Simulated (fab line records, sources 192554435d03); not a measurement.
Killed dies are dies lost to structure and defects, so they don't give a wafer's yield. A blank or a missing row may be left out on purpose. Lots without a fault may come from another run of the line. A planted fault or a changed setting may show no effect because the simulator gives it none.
Which tool did it? | flow n5_finfet | 10 lots, 30 wafers sampled, at 4 steps of a route of 1938

WHAT THE GAUGES READ, wafer by wafer
The record holds no reading of a measuring or inspecting step that can be judged against a usual standard deviation.

WHICH TOOL RAN EACH LOT (tool, then ch and the chambers of the sampled wafers, then the start)
lot  | N5_PASSIVATION_STRIP_14            | N5_PASSIVATION_ETCH_15                        | N5_PASSIVATION_PECVD_53         | N5_PASSIVATION_DESCUM_46
L843 | rie_diel-04 ch 1,2,3, day 12 14:20 | rie_diel-04 ch 1,2,3, day 12 17:41 or earlier | pecvd-04 ch 0,2, day 12 17:41   | rie_diel-06 ch 0,1,2, day 12 18:27
L845 | rie_diel-04 ch 1,2,3, day 13 02:18 | rie_diel-04 ch 1,2,3, day 13 06:50 or earlier | pecvd-01 ch 0,2, day 13 06:50   | rie_diel-02 ch 1,2,3, day 13 07:36
L850 | rie_diel-05 ch 0,2,3, day 14 14:20 | rie_diel-05 ch 0,2,3, day 14 16:41 or earlier | pecvd-02 ch 0,2, day 14 16:41   | rie_diel-06 ch 0,1,3, day 14 17:35
L851 | rie_diel-03 ch 1,2, day 14 19:42   | rie_diel-03 ch 1,2, day 14 22:11 or earlier   | pecvd-01 ch 0,2, day 14 22:11   | rie_diel-06 ch 0,1,2, day 14 22:49
L852 | rie_diel-05 ch 0,1,2, day 15 10:52 | rie_diel-05 ch 0,1,2, day 15 15:12 or earlier | pecvd-02 ch 0,1,2, day 15 15:12 | rie_diel-02 ch 1,2,3, day 15 15:50
L855 | rie_diel-05 ch 0,3, day 15 21:42   | rie_diel-05 ch 0,3, day 16 00:26 or earlier   | pecvd-04 ch 0,1,2, day 16 00:26 | rie_diel-01 ch 0,2,3, day 16 01:04
L854 | rie_diel-04 ch 0,1,3, day 15 22:33 | rie_diel-04 ch 0,1,3, day 16 01:05 or earlier | pecvd-04 ch 0,1,2, day 16 01:05 | rie_diel-02 ch 0,2, day 16 01:43
L857 | rie_diel-05 ch 0,3, day 16 07:50   | rie_diel-05 ch 0,3, day 16 10:38 or earlier   | pecvd-01 ch 1,2, day 16 10:38   | rie_diel-02 ch 0,1, day 16 11:24
L862 | rie_diel-05 ch 0,1,3, day 17 03:37 | rie_diel-05 ch 0,1,3, day 17 06:09 or earlier | pecvd-01 ch 0,1, day 17 06:09   | rie_diel-01 ch 1,2,3, day 17 07:09
L864 | rie_diel-04 ch 0,2,3, day 18 12:17 | rie_diel-04 ch 0,2,3, day 18 14:47 or earlier | pecvd-01 ch 1,2, day 18 14:47   | rie_diel-01 ch 1,3, day 18 15:33
- N5_PASSIVATION_STRIP_14: strips in O2.
- N5_PASSIVATION_ETCH_15: etches SiCN in CF4/N2, target depth 75 nm, time 81.2 s.
- N5_PASSIVATION_PECVD_53: deposits SiO2 from TEOS/O2, target thk 800 nm, time 169.4 s.
- N5_PASSIVATION_DESCUM_46: chemistry O2, time 7.9 s.

WHAT THE TOOLS THEMSELVES READ (means of the sampled wafers that have a number; where no wafer has one, the mark that the record gives instead)
N5_PASSIVATION_STRIP_14. Usual: drypump_motor_current_A 5.9 A, standard deviation 0.42; oes_product_au 0.76 a.u., standard deviation 0.087; rf_vpp_V 3.7 V, standard deviation 0.98; showerhead_plenum_p_Torr 2.11 Torr, standard deviation 0.055; throttle_valve_pct 16.73 %, standard deviation 0.17.
lot  | tool        | drypump_motor_current_A (A) | oes_product_au (a.u.) | rf_vpp_V (V) | showerhead_plenum_p_Torr (Torr) | throttle_valve_pct (%) | flag
L843 | rie_diel-04 | 6.4                         | 0.72                  | 3.9          | 2.08                            | 16.78                  |
L845 | rie_diel-04 | 6.4                         | 0.71                  | 3.4          | 2.08                            | 16.79                  |
L850 | rie_diel-05 | 5.5                         | 0.76                  | 4.2          | 2.15                            | 16.87                  |
L851 | rie_diel-03 | 5.7                         | 0.75                  | 4.5          | 2.07                            | 16.62                  |
L852 | rie_diel-05 | 5.6                         | 0.72                  | 4.2          | 2.13                            | 16.91                  |
L855 | rie_diel-05 | 5.5                         | 0.78                  | 4.3          | 2.16                            | 16.81                  |
L854 | rie_diel-04 | 6.0                         | 0.73                  | 3.6          | 2.12                            | 16.76                  |
L857 | rie_diel-05 | 5.4                         | 0.76                  | 3.8          | 2.12                            | 16.85                  |
L862 | rie_diel-05 | 5.6                         | 0.74                  | 3.9          | 2.15                            | 16.86                  |
L864 | rie_diel-04 | 6.1                         | 0.80                  | 3.9          | 2.11                            | 16.57                  |

N5_PASSIVATION_ETCH_15. Usual: drypump_motor_current_A 5.9 A, standard deviation 0.41; oes_product_au 0.76 a.u., standard deviation 0.087; rf_vpp_V 382.5 V, standard deviation 1.6; showerhead_plenum_p_Torr 2.22 Torr, standard deviation 0.057; throttle_valve_pct 15.49 %, standard deviation 0.18.
lot  | tool        | drypump_motor_current_A (A) | oes_product_au (a.u.) | rf_vpp_V (V) | showerhead_plenum_p_Torr (Torr) | throttle_valve_pct (%) | flag
L843 | rie_diel-04 | 6.4                         | 0.71                  | 381.4        | 2.19                            | 15.53                  |
L845 | rie_diel-04 | 6.4                         | 0.70                  | 382.4        | 2.19                            | 15.55                  |
L850 | rie_diel-05 | 5.5                         | 0.75                  | 383.9        | 2.26                            | 15.65                  |
L851 | rie_diel-03 | 5.6                         | 0.75                  | 380.5        | 2.17                            | 15.36                  |
L852 | rie_diel-05 | 5.6                         | 0.71                  | 382.9        | 2.25                            | 15.70                  |
L855 | rie_diel-05 | 5.5                         | 0.78                  | 384.6        | 2.28                            | 15.58                  |
L854 | rie_diel-04 | 6.0                         | 0.72                  | 382.9        | 2.23                            | 15.52                  |
L857 | rie_diel-05 | 5.4                         | 0.76                  | 382.8        | 2.24                            | 15.66                  |
L862 | rie_diel-05 | 5.6                         | 0.74                  | 383.7        | 2.26                            | 15.62                  |
L864 | rie_diel-04 | 6.1                         | 0.80                  | 382.3        | 2.22                            | 15.31                  |

N5_PASSIVATION_PECVD_53. Usual: chamber_pressure_Torr 6.500 Torr, standard deviation 0.013; run_length_s 197.2 s, standard deviation 0.43.
lot  | tool     | chamber_pressure_Torr (Torr) | run_length_s (s) | flag
L843 | pecvd-04 | 6.511                        | 197.3            |
L845 | pecvd-01 | 6.494                        | 197.2            |
L850 | pecvd-02 | 6.515                        | 202.6            | OFF
L851 | pecvd-01 | 6.496                        | 197.5            |
L852 | pecvd-02 | 6.486                        | 202.7            | OFF
L855 | pecvd-04 | 6.500                        | 197.3            |
L854 | pecvd-04 | 6.489                        | 197.9            |
L857 | pecvd-01 | 6.504                        | 197.3            |
L862 | pecvd-01 | 6.495                        | 196.8            |
L864 | pecvd-01 | 6.504                        | 197.6            |

N5_PASSIVATION_DESCUM_46. Usual: bias_power_w 20.00 W, standard deviation 0.058; drypump_motor_current_A 5.7 A, standard deviation 0.34; oes_product_au 0.80 a.u., standard deviation 0.073; rf_vpp_V 242.9 V, standard deviation 1.2; showerhead_plenum_p_Torr 2.08 Torr, standard deviation 0.071; throttle_valve_pct 20.32 %, standard deviation 0.14.
lot  | tool        | bias_power_w (W) | drypump_motor_current_A (A) | oes_product_au (a.u.) | rf_vpp_V (V) | showerhead_plenum_p_Torr (Torr) | throttle_valve_pct (%) | flag
L843 | rie_diel-06 | 20.03            | 5.5                         | 0.79                  | 243.3        | 2.10                            | 20.31                  |
L845 | rie_diel-02 | 20.04            | 5.6                         | 0.79                  | 242.9        | 2.07                            | 20.26                  |
L850 | rie_diel-06 | 19.98            | 5.7                         | 0.80                  | 244.1        | 2.17                            | 20.33                  |
L851 | rie_diel-06 | 19.95            | 5.5                         | 0.77                  | 244.3        | 2.09                            | 20.35                  |
L852 | rie_diel-02 | 20.05            | 5.5                         | 0.76                  | 242.2        | 2.07                            | 20.30                  |
L855 | rie_diel-01 | 20.01            | 5.8                         | 0.83                  | 242.4        | 2.03                            | 20.26                  |
L854 | rie_diel-02 | 20.02            | 5.7                         | 0.76                  | 242.7        | 2.07                            | 20.27                  |
L857 | rie_diel-02 | 20.02            | 5.9                         | 0.76                  | 242.3        | 2.07                            | 20.31                  |
L862 | rie_diel-01 | 19.98            | 5.9                         | 0.83                  | 242.9        | 2.04                            | 20.39                  |
L864 | rie_diel-01 | 20.06            | 6.1                         | 0.82                  | 242.8        | 2.03                            | 20.45                  |

THE ANSWER, worked out from the rows above alone
Rule: a lot is off if the mean of its wafers that have a number lies more than 3 standard deviations from the usual mean. A lot without any number at a reading at which 4 lots or more have one is off too. The other lots that the step has rows for count as sound. The gauges are gone through in route order, then the tools' own readings, and for those a lot's mean is taken as printed above. The first step at which some lot is off is used, and at that step the reading that is off furthest; a lot without a number counts as furthest.
Off: L850, L852, at N5_PASSIVATION_PECVD_53 (run_length_s).
A tool fits if, at that step or a process step before it, it ran every lot that is off, and no sound lot after the first of them. N5_PASSIVATION_ETCH_15 gives no start for some lots, so the hours and the order of its lots are those of N5_PASSIVATION_PECVD_53. One fits: pecvd-02 at N5_PASSIVATION_PECVD_53. It ran no sound lot before its first lot that is off in this sample, so the start can't be narrowed down.
The tool's own readings at N5_PASSIVATION_PECVD_53 bear it out: on the lots that are off they differ by more than 5 times the standard deviation of the sound lots' means. run_length_s reads 202.6 s there against 197.4 s on the sound lots.

WHAT THE SIMULATOR HAD PUT IN
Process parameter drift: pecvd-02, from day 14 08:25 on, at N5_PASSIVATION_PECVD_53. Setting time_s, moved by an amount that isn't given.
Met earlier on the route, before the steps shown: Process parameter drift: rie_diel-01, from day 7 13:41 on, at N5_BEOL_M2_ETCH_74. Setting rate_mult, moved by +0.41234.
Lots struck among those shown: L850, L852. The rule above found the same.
